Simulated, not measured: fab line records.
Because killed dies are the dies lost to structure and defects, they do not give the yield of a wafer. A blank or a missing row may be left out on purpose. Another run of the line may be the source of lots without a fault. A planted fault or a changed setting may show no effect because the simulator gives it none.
fab line records	flow n5Finfet
[record] lots = 10	wafers = 30	lastDay = 20
route steps=1938 shown PAD_METAL@1893 PASSIVATION@1929 END@1938
lots that met no fault: taken from a fault-free run of the same line
startH: hours from the record's opening day to when the first of the lot's shown wafers began	waitH: hours elapsed since this lot's preceding step	" as in the row above	L1.1+2: one row covering several wafers at once	- no value present, or no start provided	* or withheld: withheld	< > ~ a bound
route shown NAME@n: a module of which the file shows steps, and the number in the route of the first	usual: average and standard deviation across the fault-free wafers	same: alike in all rows	chamber/n: place in a boat	sites: readings site by site	_std_site: standard deviation across them	_edge_site: mean of outer sites minus mean of inner sites	radiusMm: how far each site lies from the wafer's centre	mask NAME#n: copy n	behind: tool/chamber where the wafer was last shaped	hold: why the lot went on hold/how many hours it stayed there/how the hold came to an end	device: whichever transistor did not switch (one of n, p or np)	end of line: tests run on the same wafers once the route is complete	where a step has no rows: the recipe by itself	killed: the dies lost at the first sort to structure and to defects; this is not the yield of the wafer	map: dies across one wafer; x = killed, . = not, _ = none there
set.NAME: the run value of the setting; set.NAME@STEP: its run value at that earlier step	model.NAME: the simulator's own value behind a step, which no gauge read
route steps across a sampled set of lots; one table per step, one row per wafer
services: when a tool's chamber went out of use (startH, in hours from the record's first day, below 0 if earlier), for how many hours, and the reason
[[steps]]
[step N5_PASSIVATION_DEGAS_18]
[recipe] ambient = vacuum	tempC = 300	timeS = 60
[usual] heaterPowerW = 467/42
[same] timeS = 60
lot.wafer	tool	chamber	startH	waitH	heaterPowerW
L470.3	pvdSputter-01	-	301.32	0.3	526
L470.4	"	-	"	"	519
L470.5	"	-	"	"	406
L473.1	pvdSputter-01	-	351.01	0.1	466
L473.2	"	-	"	"	518
L473.5	"	-	"	"	414
L482.2	pvdSputter-03	-	397.29	0.3	496
L482.3	"	-	"	"	490
L482.6	"	-	"	"	414
L488.2	pvdSputter-03	-	401.95	0.6	424
L488.3	"	-	"	"	417
L488.4	"	-	"	"	496
L486.2	pvdSputter-01	-	419.42	0.3	523
L486.4	"	-	"	"	396
L486.5	"	-	"	"	408
L483.3	pvdSputter-01	-	420.24	0.7	458
L483.4	"	-	"	"	506
L483.6	"	-	"	"	468
L487.1	pvdSputter-02	-	425.49	0.4	461
L487.3	"	-	"	"	491
L487.4	"	-	"	"	462
L489.3	pvdSputter-02	-	429.45	0.6	420
L489.5	"	-	"	"	432
L489.6	"	-	"	"	476
L490.1	pvdSputter-03	-	472.80	1.4	494
L490.2	"	-	"	"	503
L490.6	"	-	"	"	410
L491.1	pvdSputter-01	-	476.60	0.4	503
L491.4	"	-	"	"	515
L491.6	"	-	"	"	453
[step N5_PASSIVATION_PRE_CLEAN_19]
[recipe] gas = H2/He	timeS = *	tempC = *
[usual] heaterPowerW = 467/43
[same] timeS = *
lot.wafer	tool	chamber	startH	waitH	heaterPowerW
L470.3	pvdSputter-01	-	301.36	0.0	534
L470.4	"	-	"	"	522
L470.5	"	-	"	"	410
L473.1	pvdSputter-01	-	351.05	0.0	460
L473.2	"	-	"	"	523
L473.5	"	-	"	"	407
L482.2	pvdSputter-03	-	397.33	0.0	512
L482.3	"	-	"	"	517
L482.6	"	-	"	"	421
L488.2	pvdSputter-03	-	401.99	0.0	420
L488.3	"	-	"	"	421
L488.4	"	-	"	"	487
L486.2	pvdSputter-01	-	419.46	0.0	522
L486.4	"	-	"	"	397
L486.5	"	-	"	"	409
L483.3	pvdSputter-01	-	420.28	0.0	458
L483.4	"	-	"	"	521
L483.6	"	-	"	"	458
L487.1	pvdSputter-02	-	425.53	0.0	464
L487.3	"	-	"	"	482
L487.4	"	-	"	"	478
L489.3	pvdSputter-02	-	429.49	0.0	422
L489.5	"	-	"	"	429
L489.6	"	-	"	"	466
L490.1	pvdSputter-03	-	472.84	0.0	491
L490.2	"	-	"	"	503
L490.6	"	-	"	"	426
L491.1	pvdSputter-01	-	476.64	0.0	514
L491.4	"	-	"	"	530
L491.6	"	-	"	"	459
[step N5_PASSIVATION_PASS_ETCH_47]
[recipe] chemistry = CF4/O2	target = SiNx	targetDepthA = 7700	timeS = 385	ionEnergyEv = 100	pressureMtorr = 40	sourceW = 535	biasW = 49	Ar_flow_sccm = 100	cf4FlowSccm = 100	O2_flow_sccm = 10
[usual] O2_flow_sccm = 10.00/0.033	drypumpMotorCurrentA = 5.8/0.39	oesProductAu = 0.81/0.1	rfVppV = 241.2/1.6	showerheadPlenumPTorr = 2.19/0.042	throttleValvePct = 15.74/0.25
[same] timeS = 385
lot.wafer	tool	chamber	startH	waitH	O2_flow_sccm	drypumpMotorCurrentA	oesProductAu	rfHoursCounterH	rfVppV	showerheadPlenumPTorr	throttleValvePct
L470.3	rieDiel-02	3	304.29	0.0	10.00	5.8	0.92	14	241.3	2.25	15.62
L470.4	"	3	"	"	9.98	5.8	0.92	-	241.8	2.25	15.63
L470.5	"	0	"	"	9.98	6.2	0.79	-	243.1	2.21	15.85
L473.1	rieDiel-05	1	353.96	0.0	9.95	6.3	0.79	102	242.6	2.14	15.71
L473.2	"	0	"	"	10.02	6.1	0.70	195	238.4	2.19	16.02
L473.5	"	0	"	"	10.01	6.1	0.70	-	238.4	2.19	16.02
L482.2	rieDiel-04	0	400.08	0.0	10.01	6.0	0.84	51	241.3	2.15	15.50
L482.3	"	3	"	"	10.01	5.4	0.88	40	237.9	2.25	15.77
L482.6	"	0	"	"	10.02	6.0	0.84	-	238.8	2.15	15.51
L488.2	rieDiel-05	1	404.60	0.0	9.99	6.3	0.77	121	243.7	2.13	15.73
L488.3	"	0	"	"	9.99	6.1	0.69	214	238.4	2.18	16.05
L488.4	"	2	"	"	9.98	5.7	0.92	-	240.4	2.17	15.39
L486.2	rieDiel-05	0	422.49	0.0	10.01	6.1	0.68	222	238.8	2.18	16.06
L486.4	"	3	"	"	10.01	5.5	0.98	1	241.4	2.26	15.52
L486.5	"	2	"	"	10.02	5.7	0.90	-	239.9	2.16	15.40
L483.3	rieDiel-05	3	423.08	0.0	10.03	5.5	0.98	1	238.6	2.26	15.52
L483.4	"	1	"	"	10.03	6.3	0.76	129	242.2	2.13	15.75
L483.6	"	1	"	"	10.02	6.3	0.76	-	242.8	2.13	15.74
L487.1	rieDiel-05	2	428.13	0.0	9.99	5.7	0.90	27	240.9	2.16	15.41
L487.3	"	3	"	"	10.03	5.5	0.97	3	241.3	2.26	15.54
L487.4	"	1	"	"	9.98	6.3	0.76	131	242.3	2.13	15.75
L489.3	rieDiel-02	0	432.20	0.0	10.01	6.2	0.75	161	242.1	2.20	15.95
L489.5	"	1	"	"	9.98	5.7	0.95	-	244.3	2.17	15.66
L489.6	"	0	"	"	9.97	6.2	0.75	-	241.8	2.20	15.95
L490.1	rieDiel-02	2	475.43	0.0	10.03	4.9	0.96	4	243.3	2.17	15.80
L490.2	"	0	"	"	10.01	6.2	0.74	172	242.9	2.19	15.96
L490.6	"	3	"	"	10.02	5.8	0.83	-	240.6	2.23	15.74
L491.1	rieDiel-02	2	479.31	0.0	10.05	4.9	0.95	6	243.0	2.17	15.80
L491.4	"	3	"	"	10.00	5.8	0.83	75	241.4	2.22	15.74
L491.6	"	0	"	"	9.99	6.1	0.74	-	242.1	2.19	15.95
[step N5_PASSIVATION_ETCH_54]
[recipe] chemistry = CHF3/O2	target = SiO2	targetDepthA = 8800	CHF3_flow_sccm = 50	O2_flow_sccm = 5	Ar_flow_sccm = 200	timeS = 440	maskMaterial = PR	pressureMtorr = 30	sourceW = 650	biasW = 170	ionEnergyEv = 200
[usual] O2_flow_sccm = 4.998/0.014	drypumpMotorCurrentA = 5.8/0.39	oesProductAu = 0.81/0.1	rfVppV = 525/3.5	showerheadPlenumPTorr = 2.39/0.047	throttleValvePct = 18.68/0.23
[same] timeS = 440
lot.wafer	tool	chamber	startH	waitH	O2_flow_sccm	drypumpMotorCurrentA	oesProductAu	rfHoursCounterH	rfVppV	showerheadPlenumPTorr	throttleValvePct
L470.3	rieDiel-02	3	304.52	0.1	4.995	5.8	0.93	14	526	2.46	18.62
L470.4	"	3	"	"	5.002	5.8	0.93	-	526	2.46	18.59
L470.5	"	0	"	"	5.004	6.2	0.80	-	528	2.42	18.75
L473.1	rieDiel-05	1	354.19	0.1	4.984	6.3	0.79	102	527	2.33	18.60
L473.2	"	0	"	"	5.014	6.1	0.70	195	522	2.39	18.94
L473.5	"	0	"	"	5.021	6.1	0.70	-	521	2.39	18.93
L482.2	rieDiel-04	0	400.31	0.1	4.973	6.0	0.83	52	522	2.35	18.44
L482.3	"	3	"	"	4.988	5.3	0.88	40	515	2.46	18.72
L482.6	"	0	"	"	4.973	6.0	0.84	-	523	2.35	18.44
L488.2	rieDiel-05	1	404.83	0.1	5.009	6.3	0.77	121	527	2.33	18.63
L488.3	"	0	"	"	5.006	6.1	0.68	215	520	2.39	18.96
L488.4	"	2	"	"	5.011	5.7	0.92	-	522	2.37	18.35
L486.2	rieDiel-05	0	422.72	0.1	5.021	6.1	0.68	222	520	2.38	18.98
L486.4	"	3	"	"	4.998	5.5	0.98	1	523	2.47	18.48
L486.5	"	2	"	"	5.004	5.7	0.89	-	521	2.37	18.36
L483.3	rieDiel-05	3	423.31	0.1	5.010	5.5	0.98	1	525	2.47	18.49
L483.4	"	1	"	"	5.005	6.3	0.76	129	527	2.32	18.62
L483.6	"	1	"	"	4.999	6.3	0.76	-	528	2.32	18.65
L487.1	rieDiel-05	2	428.36	0.1	4.994	5.7	0.88	27	523	2.37	18.36
L487.3	"	3	"	"	4.990	5.5	0.97	3	523	2.47	18.49
L487.4	"	1	"	"	5.012	6.3	0.76	131	527	2.32	18.64
L489.3	rieDiel-02	0	432.43	0.1	5.000	6.2	0.75	161	528	2.40	18.83
L489.5	"	1	"	"	5.008	5.7	0.96	-	531	2.38	18.63
L489.6	"	0	"	"	5.008	6.2	0.75	-	529	2.40	18.84
L490.1	rieDiel-02	2	475.66	0.1	5.004	4.8	0.96	4	529	2.37	18.80
L490.2	"	0	"	"	4.984	6.2	0.74	172	528	2.39	18.85
L490.6	"	3	"	"	5.012	5.9	0.83	-	525	2.43	18.71
L491.1	rieDiel-02	2	479.54	0.1	4.999	4.9	0.95	6	530	2.37	18.78
L491.4	"	3	"	"	5.013	5.8	0.83	75	525	2.43	18.72
L491.6	"	0	"	"	4.975	6.2	0.74	-	527	2.39	18.87
[step N5_PASSIVATION_PROBE_49]
[usual] defectLimitedYield = 90.8/1.7	killed_at_M0_to_M3 = 37/12	killed_at_M4_up = 15/5.6	killedAtContacts = 13/6.9	killedAtFrontEnd = 40/11	killedAtOther = 4/3.2	killedDies = 109/20	killedOpen = 73/15	killedShort = 35/8.3	sort_bin_5_function = 5.4/1.1	sort_bin_6_memory = 3.5/0.73	sortNPass = 1071/20	sortYieldPct = 90.8/1.7
[same] grossDies = 1180	killedAtBackSide = 0	sort_bin_4_leakage[%] = 0	sort_bin_8_speed[%] = 0
lot.wafer	tool	chamber	startH	waitH	defectLimitedYield[%]	killed_at_M0_to_M3	killed_at_M4_up	killedAtContacts	killedAtFrontEnd	killedAtOther	killedDies	killedOpen	killedShort	sort_bin_5_function[%]	sort_bin_6_memory[%]	sortNPass	sortYieldPct[%]
L470.3	prober-01	-	307.44	0.1	90.4	33	17	24	34	5	113	87	26	5.8	3.5	1067	90.4
L470.4	prober-01	-	307.49	0.2	90.8	46	7	16	38	1	108	79	29	5.3	3.5	1072	90.8
L470.5	prober-01	-	307.54	0.2	88.2	37	12	22	60	8	139	104	35	7.0	4.4	1041	88.2
L473.1	prober-02	-	356.98	0.0	93.8	21	12	9	30	1	73	46	27	3.4	2.5	1107	93.8
L473.2	prober-02	-	357.03	0.1	92.0	32	22	8	30	2	94	56	37	4.2	3.6	1086	92.0
L473.5	prober-02	-	357.18	0.2	93.6	21	13	12	29	1	76	54	22	3.8	2.2	1104	93.6
L482.2	prober-02	-	403.14	0.1	93.3	16	10	10	42	1	79	46	33	3.8	2.6	1101	93.3
L482.3	prober-02	-	403.19	0.1	92.6	24	12	9	39	3	87	56	31	3.4	3.6	1093	92.6
L482.6	prober-02	-	403.34	0.3	90.9	31	20	17	33	6	107	79	27	5.7	3.1	1073	90.9
L488.2	prober-01	-	407.75	0.2	88.3	47	20	34	34	3	138	87	49	7.3	4.2	1042	88.3
L488.3	prober-01	-	407.80	0.2	90.1	47	12	33	22	3	117	78	36	5.5	4.1	1063	90.1
L488.4	prober-01	-	407.85	0.3	89.2	56	13	24	34	1	128	93	34	6.3	4.1	1052	89.2
L486.2	prober-01	-	425.93	0.1	83.9	41	11	12	36	90	190	61	40	10.3	3.6	990	83.9
L486.4	prober-01	-	426.03	0.2	82.3	37	17	15	32	108	209	64	45	11.2	4.9	971	82.3
L486.5	prober-01	-	426.08	0.2	84.6	33	11	15	18	105	182	47	30	9.8	3.4	998	84.6
L483.3	prober-02	-	426.95	0.1	82.8	36	7	11	29	120	203	53	40	11.6	4.2	977	82.8
L483.4	prober-02	-	427.00	0.2	87.5	40	10	20	34	44	148	62	41	7.8	3.6	1032	87.5
L483.6	prober-02	-	427.10	0.3	89.4	24	14	8	23	56	125	53	23	5.4	3.6	1055	89.4
L487.1	prober-01	-	431.19	0.0	82.2	20	22	15	37	116	210	71	29	12.2	4.2	970	82.2
L487.3	prober-01	-	431.29	0.1	84.2	23	21	9	38	96	187	56	37	10.7	3.6	993	84.2
L487.4	prober-01	-	431.34	0.2	86.3	45	9	8	50	50	162	78	35	7.9	4.4	1018	86.3
L489.3	prober-02	-	435.31	0.1	91.2	26	15	22	38	3	104	73	31	4.6	3.9	1076	91.2
L489.5	prober-02	-	435.41	0.2	90.4	35	19	8	50	1	113	71	42	4.7	4.4	1067	90.4
L489.6	prober-02	-	435.46	0.3	91.9	31	14	9	42	0	96	62	34	4.6	3.5	1084	91.9
L490.1	prober-02	-	478.44	0.0	90.1	34	16	16	46	5	117	73	41	6.5	2.9	1063	90.1
L490.2	prober-02	-	478.49	0.1	89.7	33	20	20	44	4	121	88	32	6.3	3.6	1059	89.7
L490.6	prober-02	-	478.69	0.3	91.3	23	18	10	44	8	103	70	32	6.0	2.4	1077	91.3
L491.1	prober-02	-	482.32	0.0	89.5	47	18	7	50	2	124	85	37	6.4	3.8	1056	89.5
L491.4	prober-02	-	482.47	0.2	90.7	29	20	12	44	5	110	71	37	6.4	2.8	1070	90.7
L491.6	prober-02	-	482.57	0.3	92.4	31	11	9	35	4	90	62	24	4.3	2.9	1090	92.4
// killed by level:class
L470.3 MOL_CONTACT_COAG:geometricParticle:open=23 BEOL_M0_SAQP:geometricParticle:short=8 BEOL_M3:geometricParticle:open=8 STI_FIN_REVEAL:geometricParticle:open=6 BEOL_M1:geometricParticle:open=6 BEOL_M5:geometricParticle:open=6 BEOL_M0_SAQP:geometricParticle:open=5 BEOL_M7:geometricParticle:open=5
L470.4 MOL_CONTACT_COAG:geometricParticle:open=15 FIN_SAQP:geometricParticle:open=12 BEOL_M0_SAQP:geometricParticle:open=12 BEOL_M0_SAQP:geometricParticle:short=11 STI_FIN_REVEAL:geometricParticle:open=10 BEOL_M2:geometricParticle:open=6 BEOL_M0:geometricParticle:open=5 BEOL_M1:geometricParticle:open=5
L470.5 STI_FIN_REVEAL:geometricParticle:open=18 MOL_CONTACT_COAG:geometricParticle:open=17 BEOL_M0_SAQP:geometricParticle:open=10 FIN_SAQP:geometricParticle:open=9 BEOL_M2:geometricParticle:open=9 DUMMY_GATE:geometricParticle:open=7 GATE_CUT:geometricParticle:short=6 BEOL_M3:geometricParticle:open=6
L473.1 FIN_SAQP:geometricParticle:open=9 FIN_SAQP:geometricParticle:short=9 MOL_CONTACT_COAG:geometricParticle:open=7 BEOL_M2:geometricParticle:open=4 STARTING-WAFER:geometricParticle:short=4 BEOL_M0_SAQP:geometricParticle:short=3 BEOL_M0_SAQP:geometricParticle:open=3 BEOL_M3:geometricParticle:open=3
L473.2 BEOL_M4:geometricParticle:open=12 BEOL_M0_SAQP:geometricParticle:short=8 BEOL_M1:geometricParticle:open=7 FIN_SAQP:geometricParticle:open=6 MOL_CONTACT_COAG:geometricParticle:open=6 BEOL_M2:geometricParticle:open=6 DUMMY_GATE:geometricParticle:open=5 FIN_SAQP:geometricParticle:short=4
L473.5 MOL_CONTACT_COAG:geometricParticle:open=10 BEOL_M4:geometricParticle:open=7 BEOL_M2:geometricParticle:open=7 DUMMY_GATE:geometricParticle:open=5 FIN_SAQP:geometricParticle:open=4 GATE_CUT:geometricParticle:short=4 BEOL_M0_SAQP:geometricParticle:open=4 STARTING-WAFER:geometricParticle:short=4
L482.2 STI_FIN_REVEAL:geometricParticle:open=14 MOL_CONTACT_COAG:geometricParticle:open=8 GATE_CUT:geometricParticle:short=6 BEOL_M2:geometricParticle:open=4 FIN_SAQP:geometricParticle:short=3 FIN_SAQP:geometricParticle:open=3 DUMMY_GATE:geometricParticle:open=3 BEOL_M0_SAQP:geometricParticle:short=3
L482.3 STI_FIN_REVEAL:geometricParticle:open=12 MOL_CONTACT_COAG:geometricParticle:open=8 DUMMY_GATE:geometricParticle:open=5 BEOL_M0:geometricParticle:open=5 STI_FIN_REVEAL:geometricParticle:short=4 DUMMY_GATE:geometricParticle:short=4 BEOL_M0_SAQP:geometricParticle:open=4 BEOL_M3:geometricParticle:open=4
L482.6 STI_FIN_REVEAL:geometricParticle:open=17 MOL_CONTACT_COAG:geometricParticle:open=15 BEOL_M2:geometricParticle:open=13 BEOL_M4:geometricParticle:open=11 BEOL_M0_SAQP:geometricParticle:open=6 STI_FIN_REVEAL:geometricParticle:short=5 BEOL_M0_SAQP:geometricParticle:short=5 FIN_SAQP:geometricParticle:open=3
L488.2 MOL_CONTACT_COAG:geometricParticle:open=26 BEOL_M0_SAQP:geometricParticle:short=16 BEOL_M0_SAQP:geometricParticle:open=14 MOL_CONTACT_COAG:geometricParticle:short=8 GATE_CUT:geometricParticle:short=7 BEOL_M4:geometricParticle:open=7 FIN_SAQP:geometricParticle:open=6 BEOL_M3:geometricParticle:open=5
L488.3 MOL_CONTACT_COAG:geometricParticle:open=26 BEOL_M0_SAQP:geometricParticle:short=13 BEOL_M0_SAQP:geometricParticle:open=11 BEOL_M4:geometricParticle:open=7 MOL_CONTACT_COAG:geometricParticle:short=7 BEOL_M0:geometricParticle:open=7 BEOL_M3:geometricParticle:open=7 STARTING-WAFER:geometricParticle:open=4
L488.4 MOL_CONTACT_COAG:geometricParticle:open=20 BEOL_M3:geometricParticle:open=17 BEOL_M0_SAQP:geometricParticle:open=14 FIN_SAQP:geometricParticle:open=11 BEOL_M0_SAQP:geometricParticle:short=9 STI_FIN_REVEAL:geometricParticle:open=7 BEOL_M0:geometricParticle:open=6 FIN_SAQP:geometricParticle:short=5
L486.2 PASSIVATION:unspecified=89 BEOL_M2:geometricParticle:open=16 FIN_SAQP:geometricParticle:open=9 GATE_CUT:geometricParticle:short=8 MOL_CONTACT_COAG:geometricParticle:open=7 BEOL_M2:geometricParticle:short=6 FIN_SAQP:geometricParticle:short=5 MOL_CONTACT_COAG:geometricParticle:short=5
L486.4 PASSIVATION:unspecified=100 MOL_CONTACT_COAG:geometricParticle:open=12 BEOL_M0_SAQP:geometricParticle:short=9 FIN_SAQP:geometricParticle:open=6 GATE_CUT:geometricParticle:short=6 BEOL_M2:geometricParticle:short=6 BEOL_M3:geometricParticle:open=6 BEOL_M4:geometricParticle:open=6
L486.5 PASSIVATION:unspecified=104 MOL_CONTACT_COAG:geometricParticle:open=14 BEOL_M2:geometricParticle:short=8 FIN_SAQP:geometricParticle:short=6 BEOL_M2:geometricParticle:open=6 BEOL_M5:geometricParticle:open=6 BEOL_M0_SAQP:geometricParticle:short=5 STI_FIN_REVEAL:geometricParticle:open=4
L483.3 PASSIVATION:unspecified=110 BEOL_M0_SAQP:geometricParticle:short=10 MOL_CONTACT_COAG:geometricParticle:open=9 BEOL_M2:geometricParticle:open=7 FIN_SAQP:geometricParticle:open=6 STI_FIN_REVEAL:geometricParticle:open=6 BEOL_M0_SAQP:geometricParticle:open=6 FIN_SAQP:geometricParticle:short=5
L483.4 PASSIVATION:unspecified=43 MOL_CONTACT_COAG:geometricParticle:open=13 BEOL_M0_SAQP:geometricParticle:open=12 BEOL_M0_SAQP:geometricParticle:short=11 GATE_CUT:geometricParticle:open=7 MOL_CONTACT_COAG:geometricParticle:short=7 BEOL_M2:geometricParticle:open=7 BEOL_M5:geometricParticle:open=5
L483.6 PASSIVATION:unspecified=48 BEOL_M2:geometricParticle:open=8 BEOL_M0_SAQP:geometricParticle:open=7 MOL_CONTACT_COAG:geometricParticle:open=6 BEOL_M4:geometricParticle:open=6 STI_FIN_REVEAL:geometricParticle:open=5 PASS1_DEP:geometricParticle:short=5 STARTING-WAFER:geometricParticle:open=4
L487.1 PASSIVATION:unspecified=109 MOL_CONTACT_COAG:geometricParticle:open=13 STI_FIN_REVEAL:geometricParticle:open=8 BEOL_M4:geometricParticle:open=8 FIN_SAQP:geometricParticle:open=6 BEOL_M3:geometricParticle:open=6 FIN_SAQP:geometricParticle:short=5 STI_FIN_REVEAL:geometricParticle:short=5
L487.3 PASSIVATION:unspecified=94 BEOL_M4:geometricParticle:open=15 FIN_SAQP:geometricParticle:open=12 FIN_SAQP:geometricParticle:short=7 MOL_CONTACT_COAG:geometricParticle:open=6 BEOL_M0_SAQP:geometricParticle:short=6 STI_FIN_REVEAL:geometricParticle:open=4 BEOL_M3:geometricParticle:open=4
L487.4 PASSIVATION:unspecified=48 FIN_SAQP:geometricParticle:open=17 FIN_SAQP:geometricParticle:short=15 BEOL_M0_SAQP:geometricParticle:open=11 BEOL_M0_SAQP:geometricParticle:short=8 STI_FIN_REVEAL:geometricParticle:open=7 MOL_CONTACT_COAG:geometricParticle:open=7 BEOL_M1:geometricParticle:open=7
L489.3 MOL_CONTACT_COAG:geometricParticle:open=18 FIN_SAQP:geometricParticle:open=9 FIN_SAQP:geometricParticle:short=8 BEOL_M1:geometricParticle:open=8 BEOL_M4:geometricParticle:open=7 STI_FIN_REVEAL:geometricParticle:open=6 BEOL_M2:geometricParticle:open=5 ILD0:geometricParticle:open=4
L489.5 FIN_SAQP:geometricParticle:short=12 STI_FIN_REVEAL:geometricParticle:open=12 FIN_SAQP:geometricParticle:open=11 BEOL_M0_SAQP:geometricParticle:open=10 BEOL_M0_SAQP:geometricParticle:short=9 BEOL_M4:geometricParticle:open=9 STI_FIN_REVEAL:geometricParticle:short=5 BEOL_M4:geometricParticle:short=5
L489.6 DUMMY_GATE:geometricParticle:open=10 STI_FIN_REVEAL:geometricParticle:open=9 BEOL_M0_SAQP:geometricParticle:short=8 BEOL_M0_SAQP:geometricParticle:open=8 MOL_CONTACT_COAG:geometricParticle:open=7 BEOL_M2:geometricParticle:open=7 FIN_SAQP:geometricParticle:open=4 FIN_SAQP:geometricParticle:short=4
L490.1 MOL_CONTACT_COAG:geometricParticle:open=11 FIN_SAQP:geometricParticle:short=10 STI_FIN_REVEAL:geometricParticle:open=8 FIN_SAQP:geometricParticle:open=7 BEOL_M3:geometricParticle:open=7 BEOL_M0_SAQP:geometricParticle:open=6 BEOL_M0_SAQP:geometricParticle:short=6 STARTING-WAFER:geometricParticle:open=6
L490.2 STI_FIN_REVEAL:geometricParticle:open=17 MOL_CONTACT_COAG:geometricParticle:open=15 BEOL_M2:geometricParticle:open=9 BEOL_M3:geometricParticle:open=7 BEOL_M4:geometricParticle:open=7 FIN_SAQP:geometricParticle:short=5 ILD0:geometricParticle:open=5 MOL_CONTACT_COAG:geometricParticle:short=5
L490.6 BEOL_M4:geometricParticle:open=11 STI_FIN_REVEAL:geometricParticle:open=10 MOL_CONTACT_COAG:geometricParticle:open=9 BEOL_M1:geometricParticle:open=8 FIN_SAQP:geometricParticle:open=6 STI_FIN_REVEAL:geometricParticle:short=6 FIN_SAQP:geometricParticle:short=5 MIM_TOP_ETCH:geometricParticle:open=5
L491.1 BEOL_M0_SAQP:geometricParticle:short=13 BEOL_M3:geometricParticle:open=12 STI_FIN_REVEAL:geometricParticle:open=9 BEOL_M0_SAQP:geometricParticle:open=8 BEOL_M4:geometricParticle:open=8 GATE_CUT:geometricParticle:short=7 GATE_CUT:geometricParticle:open=7 BEOL_M0:geometricParticle:open=7
L491.4 FIN_SAQP:geometricParticle:open=9 DUMMY_GATE:geometricParticle:open=9 MOL_CONTACT_COAG:geometricParticle:open=9 BEOL_M0_SAQP:geometricParticle:short=7 BEOL_M4:geometricParticle:open=6 STI_FIN_REVEAL:geometricParticle:open=5 BEOL_M1:geometricParticle:open=5 DUMMY_GATE:geometricParticle:short=4
L491.6 MOL_CONTACT_COAG:geometricParticle:open=8 BEOL_M3:geometricParticle:open=7 FIN_SAQP:geometricParticle:open=6 STI_FIN_REVEAL:geometricParticle:open=6 BEOL_M0_SAQP:geometricParticle:open=5 BEOL_M0:geometricParticle:open=5 BEOL_M2:geometricParticle:open=5 BEOL_M4:geometricParticle:open=5
[step N5_PASSIVATION_INSPECT_57]
[recipe] inspectInstrument = macro	mode = outgoing
[usual] rawDefectCount = 1.9/1.3
lot.wafer	tool	chamber	startH	waitH	rawDefectCount
L470.3	defectInspect-02	-	307.69	0.0	1
L470.4	"	-	"	"	0
L470.5	"	-	"	"	1
L473.1	defectInspect-01	-	357.34	0.0	1
L473.2	"	-	"	"	1
L473.5	"	-	"	"	1
L482.2	defectInspect-01	-	403.45	0.0	1
L482.3	"	-	"	"	1
L482.6	"	-	"	"	0
L488.2	defectInspect-01	-	408.05	0.0	6
L488.3	"	-	"	"	2
L488.4	"	-	"	"	2
L486.2	defectInspect-01	-	426.24	0.0	>300
L486.4	"	-	"	"	>300
L486.5	"	-	"	"	288
L483.3	defectInspect-02	-	427.21	0.0	>300
L483.4	"	-	"	"	>300
L483.6	"	-	"	"	>300
L487.1	defectInspect-01	-	431.54	0.0	292
L487.3	"	-	"	"	>300
L487.4	"	-	"	"	>300
L489.3	defectInspect-02	-	435.57	0.0	2
L489.5	"	-	"	"	0
L489.6	"	-	"	"	2
L490.1	defectInspect-02	-	478.79	0.0	3
L490.2	"	-	"	"	0
L490.6	"	-	"	"	0
L491.1	defectInspect-02	-	482.67	0.0	3
L491.4	"	-	"	"	2
L491.6	"	-	"	"	1
[[services]]
tool	chamber	startH	hours	kind
rieDiel-04	-	278.67	4.3	pm
rieDiel-05	1	302.74	4.3	repair
rieDiel-02	2	303.28	3.9	repair
rieDiel-05	2	328.20	-	clean
rieDiel-05	2	328.20	-	consumableReplace:focusRing
rieDiel-05	2	328.20	26.1	scheduledDown
rieDiel-05	2	328.20	26.1	ventCycle
rieDiel-02	2	364.20	19.8	repair
rieDiel-02	1	387.70	4.1	repair
rieDiel-02	1	391.96	-	clean
rieDiel-04	3	393.95	5.8	repair
rieDiel-05	3	400.28	-	clean
rieDiel-05	3	400.28	-	consumableReplace:focusRing
rieDiel-05	3	400.28	20.2	scheduledDown
rieDiel-05	3	400.28	20.2	ventCycle
rieDiel-04	0	402.36	3.0	repair
pvdSputter-03	-	415.65	1.7	repair
rieDiel-02	-	419.96	0.5	repair
rieDiel-02	-	438.94	0.8	repair
rieDiel-02	1	453.70	15.3	repair
rieDiel-02	-	455.48	15.6	pm
pvdSputter-02	-	455.79	2.5	repair
rieDiel-04	2	460.06	16.1	repair
pvdSputter-01	-	477.31	3.9	repair
[[key]]
[firstSign] step = N5_PASSIVATION_PROBE_49	reading = killedAtOther	direction = up	sigmas = 26	usual = 4	struck = 87
[effect] step = N5_PASSIVATION_PROBE_49	reading = killedDies	direction = up	sigmas = 3.6	usual = 109	struck = 180
[effect] step = N5_PASSIVATION_INSPECT_57	reading = rawDefectCount	direction = up	sigmas = 99+	usual = 1.9	struck = >297.8
[moreKillsBornAt] N5_PASSIVATION_PASS_ETCH_47@rieDiel-05 = 745
metAt N5_PASSIVATION_PASS_ETCH_47
struckLots L483,L486,L487
notActingAt N5_PASSIVATION_DEGAS_18,N5_PASSIVATION_PRE_CLEAN_19,N5_PASSIVATION_ETCH_54
onsetBetween 404.60 422.49
[fault] kind = chamberParticleSource	tool = rieDiel-05	chamber = -	onsetH = 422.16	steps = N5_PASSIVATION_PASS_ETCH_47	ratePerVisitCm2 = 0.48273	endH = 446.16
